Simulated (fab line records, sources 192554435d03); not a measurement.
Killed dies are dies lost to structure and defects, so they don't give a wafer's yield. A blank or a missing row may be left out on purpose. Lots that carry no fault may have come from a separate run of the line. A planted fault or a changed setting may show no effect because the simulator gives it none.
Comparing a struck lot with a sound one + flow n5-finfet + 32 steps out of a route of 1938
Sound: these wafers, L616.1, L616.4, L616.5. The struck wafers were L624.1, L624.4, L624.5. The cause is named last.
For every step that has rows: the tool of each side, followed by ch and its chambers, followed by its first start. Under that, the readings that differ: sound wafers + struck wafers + difference of the means + sigmas: that difference in standard deviations of wafers without a fault.
alike: readings whose means differ by less than 2 such deviations, and words and numbers that are the same on both sides. not compared: withheld readings, readings that some wafer has no value for, bounds like >300 that may hide the same value, and numbers for which the record gives no deviation and whose values overlap.
The two part at a step that has a row with sigmas, a row that says differs or no value, or rows on one side only. Numbers that don't overlap but have no deviation are shown without sigmas and don't part them. A reading that every wafer of one side lacks parts them only if that side has two wafers or more.

first, 1 step without rows for these wafers: N5_BEOL_M0_CUTY_STRIP_64 (strips in N2/H2).
N5_BEOL_M0_ETCH_138: etches SiCN in CH3F/O2, target depth 12 nm, time 31.6 s.
  sound on rie-diel-01 ch 0,1,2, day 8 04:38; struck on rie-diel-02 ch 2,3, day 10 04:50
  alike: drypump-motor-current-A, etch-rf-on-time-s, oes-product-au, rf-vpp-V, showerhead-plenum-p-Torr, throttle-valve-pct
  not compared: rf-hours-counter-h
then, 2 steps without rows for these wafers: N5_BEOL_M0_HM_OPEN_105 (chemistry Cl2/BCl3, target TiN, target depth 12 nm); N5_BEOL_M0_STRIP_140 (strips in CF4).
N5_BEOL_M0_STRIP_104: strips in N2/H2.
  sound on rie-diel-01 ch 0,2, day 8 09:00; struck on rie-diel-06 ch 0,1,2, day 10 05:29
| reading                         | sound          | struck         | difference | sigmas |
|---------------------------------|----------------|----------------|------------|--------|
| showerhead-plenum-p-Torr (Torr) | 2.70 2.60 2.70 | 2.58 2.48 2.47 | -0.16      | -2     |
  alike: bias-power-w, drypump-motor-current-A, oes-product-au, rf-vpp-V, throttle-valve-pct
  not compared: rf-hours-counter-h
then, 2 steps without rows for these wafers: N5_BEOL_M0_WET_ETCH_106 (etches SiO2 in DHF, target depth 130 nm, rinse time 30 s); N5_BEOL_M0_ETCH_128 (etches SiCN in CF4/N2, target depth 12 nm, overetch 5.1 nm, time 21.4 s).
N5_BEOL_M0_TRENCH_ETCH_107: etches SiOC in C4F6/O2, target depth 32.8 nm, time 16.4 s.
  sound on rie-diel-01 ch 0,2,3, day 8 09:10; struck on rie-diel-02 ch 2,3, day 10 06:09
  alike: drypump-motor-current-A, oes-product-au, rf-vpp-V, showerhead-plenum-p-Torr, throttle-valve-pct
  not compared: rf-hours-counter-h
then, 1 step without rows for these wafers: N5_BEOL_M0_STRIP_142 (strips in N2/H2, time 10 s).
N5_BEOL_M0_OCD_MEAS_108:
  sound: ocd-02 at day 8 09:17; struck: ocd-02 at day 10 06:15
  alike: trench-depth-nm
then, 2 steps without rows for these wafers: N5_BEOL_M0_HM_STRIP_129 (strips TiN in peroxide tin strip, target depth 17 nm, time 108 s); N5_BEOL_M0_SRD_130 (time 30 s).
N5_BEOL_M0_ETCH_109: etches SiCN in CH3F/O2, target depth 8 nm, overetch 2.4 nm, time 27.4 s.
  sound on rie-diel-02 ch 0,1,2, day 8 09:54; struck on rie-diel-02 ch 2,3, day 10 06:38
| reading                                           | sound        | struck     | difference | sigmas |
|---------------------------------------------------|--------------|------------|------------|--------|
| model.SiOC_of_BEOL_M0_SAQP_ILD_DEP_01.thk-nm (nm) | 41.8 42.8 43 | 39 39.8 40 | -3         |        |
  alike: drypump-motor-current-A, oes-product-au, rf-vpp-V, showerhead-plenum-p-Torr, throttle-valve-pct
  not compared: rf-hours-counter-h
then, 9 steps without rows for these wafers: N5_BEOL_M0_STRIP_139 (strips in post etch residue remover, time 60 s); N5_BEOL_M0_SRD_111 (time 30 s); N5_BEOL_M0_DEGAS_112 (time 60 s); N5_BEOL_M0_PRE_CLEAN_113 (time 30 s); N5_BEOL_M0_ALD_136 (deposits TaN, pulse time 2 s, purge time 3 s, co reactant purge time 2 s); N5_BEOL_M0_SURFACE_TREAT_137; N5_BEOL_M0_CVD_115 (deposits Co from CCTBA/H2, time 120 s); N5_BEOL_M0_SPUTTER_116 (material Cu, target thk 4 nm, time 7.37 s); N5_BEOL_M0_ANNEAL_117 (time 60 s).
N5_BEOL_M0_SPUTTER_132: material Cu, target thk 4 nm, time 7.37 s.
  sound: pvd-sputter-02 at day 8 12:56; struck: pvd-sputter-01 at day 10 08:49
  alike: chuck-gas-flow-sccm, throttle-valve-pct
then, 1 step without rows for these wafers: N5_BEOL_M0_ANNEAL_133 (time 60 s).
N5_BEOL_M0_SPUTTER_134: material Cu, target thk 4 nm, time 7.37 s.
  sound: pvd-sputter-02 at day 8 13:03; struck: pvd-sputter-01 at day 10 08:56
  alike: chuck-gas-flow-sccm, throttle-valve-pct
then, 4 steps without rows for these wafers: N5_BEOL_M0_ANNEAL_135 (time 60 s); N5_BEOL_M0_SPUTTER_141 (material Cu, target thk 4 nm, time 7.37 s); N5_BEOL_M0_ECD_118 (material Cu, target thk 300 nm); N5_BEOL_M0_ANNEAL_119 (time 90 s).
N5_BEOL_M0_CMP_120: polishes, stops on SiOC, t overpolish 6.9 s.
  sound on cmp-01 ch 1,2, day 8 13:42; struck on cmp-04 ch 0,2, day 10 09:33
| reading                                           | sound          | struck     | difference | sigmas |
|---------------------------------------------------|----------------|------------|------------|--------|
| model.SiOC_of_BEOL_M0_SAQP_ILD_DEP_01.thk-nm (nm) | 38.6 39.8 39.8 | 36 36.8 37 | -3         |        |
  alike: barrier-field-endpoint-s, motor-current-A, overpolish-run-s, retaining-ring-pressure-frac, time-to-endpoint-s
N5_BEOL_M4_RC_MEAS_101:
  sound on prober-02 ch 0, day 10 09:26; struck on prober-01 ch 0, day 12 07:47
| reading        | sound          | struck         | difference | sigmas |
|----------------|----------------|----------------|------------|--------|
| DIBL_P (mV/V)  | 38.5 36.2 41.3 | 30.3 32.6 35.4 | -5.9       | -3     |
| IOFF_P (nA/um) | 0.27 0.23 0.34 | 0.14 0.17 0.19 | -0.11      | -3     |
  alike: DIBL_N, IOFF_N, ION_N, ION_P, SS_N, SS_P, VT_N, VT_P
-- here the record skips 4 days between the struck wafers' starts before and after, leaving off in module BEOL_M4 and picking up in module PASSIVATION (first step shown: number 1936 of the route) --
N5_PASSIVATION_PROBE_49:
  the record has rows for the struck wafers here (prober-02, day 16 08:26) and none for the sound ones

## WHERE THEY PART
Last at N5_PASSIVATION_PROBE_49 as far as this record goes, first at N5_BEOL_M0_STRIP_104.

WHY: whatever the simulator had introduced
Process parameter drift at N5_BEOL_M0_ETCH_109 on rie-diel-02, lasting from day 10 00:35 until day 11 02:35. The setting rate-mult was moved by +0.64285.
